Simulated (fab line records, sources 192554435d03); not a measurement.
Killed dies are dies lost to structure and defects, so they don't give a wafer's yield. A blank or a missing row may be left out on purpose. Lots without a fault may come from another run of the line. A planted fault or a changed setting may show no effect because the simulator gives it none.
Which tool did it? | flow n5_finfet | 11 lots, 33 wafers sampled, at 4 steps of a route of 1938

WHAT THE GAUGES READ, wafer by wafer
N5_BEOL_M5_INSPECT_58: inspects for defects (darkfield). Usual: raw_defect_count 75, standard deviation 28.
lot  | measured     | on                | raw_defect_count | flag
L731 | day 9 03:07  | defect_inspect-02 | 48 44 91         |
L732 | day 9 11:56  | defect_inspect-01 | 128 67 98        |
L733 | day 9 12:17  | defect_inspect-02 | 26 35 38         |
L735 | day 10 11:10 | defect_inspect-02 | 84 123 63        |
L736 | day 10 14:31 | defect_inspect-01 | 80 99 55         |
L737 | day 10 18:58 | defect_inspect-01 | 117 80 82        |
L739 | day 11 10:11 | defect_inspect-01 | 57 59 56         |
L738 | day 11 17:32 | defect_inspect-01 | 66 45 66         |
L747 | day 13 01:23 | defect_inspect-02 | 115 76 112       |
L749 | day 14 02:20 | defect_inspect-01 | 59 49 60         |
L750 | day 14 06:50 | defect_inspect-01 | 104 59 82        |

N5_BEOL_M6_CD_MEAS_18: pitch 80 nm, target cd 40 nm. Usual: cd_nm 40.0 nm, standard deviation 0.49.
lot  | measured     | on        | cd_nm (nm)     | flag
L731 | day 9 06:25  | cd_sem-01 | 39.7 40.1 40.3 |
L732 | day 9 13:54  | cd_sem-01 | 39.4 39.0 38.9 |
L733 | day 9 14:04  | cd_sem-03 | 38.9 39.7 40.3 |
L735 | day 10 13:23 | cd_sem-03 | 39.8 39.9 39.8 |
L736 | day 10 17:08 | cd_sem-03 | 40.2 40.6 39.7 |
L737 | day 10 21:10 | cd_sem-01 | 40.2 40.8 40.6 |
L739 | day 11 12:29 | cd_sem-01 | 39.4 40.3 40.0 |
L738 | day 11 22:07 | cd_sem-01 | 39.7 39.8 39.6 |
L747 | day 13 05:32 | cd_sem-03 | 39.7 40.4 40.1 |
L749 | day 14 06:35 | cd_sem-02 | 39.9 39.9 40.1 |
L750 | day 14 09:39 | cd_sem-01 | 39.8 40.3 39.5 |

WHICH TOOL RAN EACH LOT (tool, then ch and the chambers of the sampled wafers, then the start)
lot  | N5_BEOL_M5_ANNEAL_51             | N5_BEOL_M6_ETCH_61
L731 | rtp_anneal-02 ch 0, day 9 02:17  | rie_diel-05 ch 0,1,3, day 9 05:59
L732 | rtp_anneal-02 ch 0, day 9 11:03  | rie_diel-05 ch 0,1,2, day 9 13:28
L733 | rtp_anneal-01 ch 0, day 9 11:25  | rie_diel-04 ch 0,1,2, day 9 13:39
L735 | rtp_anneal-02 ch 0, day 10 10:23 | rie_diel-05 ch 0,1, day 10 12:58
L736 | rtp_anneal-02 ch 0, day 10 13:38 | rie_diel-05 ch 0,1, day 10 16:34
L737 | rtp_anneal-01 ch 0, day 10 18:04 | rie_diel-05 ch 0,1,2, day 10 20:41
L739 | rtp_anneal-02 ch 0, day 11 09:23 | rie_diel-05 ch 1,2, day 11 12:00
L738 | rtp_anneal-02 ch 0, day 11 16:39 | rie_diel-05 ch 1,2, day 11 21:40
L747 | rtp_anneal-02 ch 0, day 13 00:22 | rie_diel-04 ch 0,1, day 13 05:06
L749 | rtp_anneal-01 ch 0, day 14 01:25 | rie_diel-05 ch 0,2,3, day 14 06:10
L750 | rtp_anneal-01 ch 0, day 14 05:47 | rie_diel-04 ch 0,1,3, day 14 09:13
- N5_BEOL_M5_ANNEAL_51: time 90 s.
- N5_BEOL_M6_ETCH_61: etches SiARC in CF4, target depth 45.5 nm, time 75.8 s.

WHAT THE TOOLS THEMSELVES READ (means of the sampled wafers that have a number; where no wafer has one, the mark that the record gives instead)
N5_BEOL_M5_ANNEAL_51. Usual: anneal_temp_c_max 226.4, standard deviation 0.33; wafer_temp_C_max 226.4, standard deviation 0.53.
lot  | tool          | anneal_temp_c_max | wafer_temp_C_max | flag
L731 | rtp_anneal-02 | 226.5             | 226.4            |
L732 | rtp_anneal-02 | 226.7             | 226.5            |
L733 | rtp_anneal-01 | 225.9             | 225.6            |
L735 | rtp_anneal-02 | 226.3             | 226.7            |
L736 | rtp_anneal-02 | 226.4             | 226.5            |
L737 | rtp_anneal-01 | 226.3             | 225.8            |
L739 | rtp_anneal-02 | 225.9             | 226.8            |
L738 | rtp_anneal-02 | 226.7             | 226.8            |
L747 | rtp_anneal-02 | 226.4             | 226.7            |
L749 | rtp_anneal-01 | 226.5             | 225.6            |
L750 | rtp_anneal-01 | 226.3             | 225.5            |

N5_BEOL_M6_ETCH_61. Usual: cf4_flow_sccm 99.99 sccm, standard deviation 0.29; drypump_motor_current_A 5.8 A, standard deviation 0.38; etch_rf_on_time_s 75.7 s, standard deviation 0.89; oes_product_au 0.70 a.u., standard deviation 0.065; rf_vpp_V 184.6 V, standard deviation 1; showerhead_plenum_p_Torr 2.18 Torr, standard deviation 0.057; throttle_valve_pct 15.42 %, standard deviation 0.24.
lot  | tool        | cf4_flow_sccm (sccm) | drypump_motor_current_A (A) | etch_rf_on_time_s (s) | oes_product_au (a.u.) | rf_vpp_V (V) | showerhead_plenum_p_Torr (Torr) | throttle_valve_pct (%) | flag
L731 | rie_diel-05 | 100.24               | 5.5                         | 76.7                  | 0.65                  | 184.5        | 2.20                            | 15.60                  |
L732 | rie_diel-05 | 100.09               | 5.5                         | 75.0                  | 0.72                  | 185.0        | 2.23                            | 15.35                  |
L733 | rie_diel-04 | 100.14               | 5.8                         | 74.8                  | 0.71                  | 184.5        | 2.17                            | 15.50                  |
L735 | rie_diel-05 | 99.95                | 5.5                         | 75.4                  | 0.66                  | 185.0        | 2.24                            | 15.51                  |
L736 | rie_diel-05 | 99.89                | 5.3                         | 75.8                  | 0.70                  | 185.2        | 2.25                            | 15.54                  |
L737 | rie_diel-05 | 99.88                | 5.5                         | 76.3                  | 0.69                  | 184.7        | 2.22                            | 15.37                  |
L739 | rie_diel-05 | 99.57                | 5.8                         | 60.5                  | 0.80                  | 184.2        | 2.19                            | 15.22                  | OFF
L738 | rie_diel-05 | 100.08               | 5.8                         | 67.9                  | 0.75                  | 185.2        | 2.19                            | 15.22                  | OFF
L747 | rie_diel-04 | 99.95                | 5.6                         | 76.6                  | 0.69                  | 184.2        | 2.16                            | 15.49                  |
L749 | rie_diel-05 | 100.08               | 5.6                         | 75.7                  | 0.72                  | 184.9        | 2.17                            | 15.38                  |
L750 | rie_diel-04 | 100.22               | 5.7                         | 75.5                  | 0.70                  | 184.0        | 2.16                            | 15.41                  |

THE ANSWER, worked out from the rows above alone
Rule: a lot is off if the mean of its wafers that have a number lies more than 3 standard deviations from the usual mean. A lot without any number at a reading at which 4 lots or more have one is off too. The other lots that the step has rows for count as sound. The gauges are gone through in route order, then the tools' own readings, and for those a lot's mean is taken as printed above. The first step at which some lot is off is used, and at that step the reading that is off furthest; a lot without a number counts as furthest.
Off: L739, L738, at N5_BEOL_M6_ETCH_61 (etch_rf_on_time_s).
A tool fits if, at that step or a process step before it, it ran every lot that is off, and no sound lot after the first of them. None of those tried fits.

WHAT THE SIMULATOR HAD PUT IN
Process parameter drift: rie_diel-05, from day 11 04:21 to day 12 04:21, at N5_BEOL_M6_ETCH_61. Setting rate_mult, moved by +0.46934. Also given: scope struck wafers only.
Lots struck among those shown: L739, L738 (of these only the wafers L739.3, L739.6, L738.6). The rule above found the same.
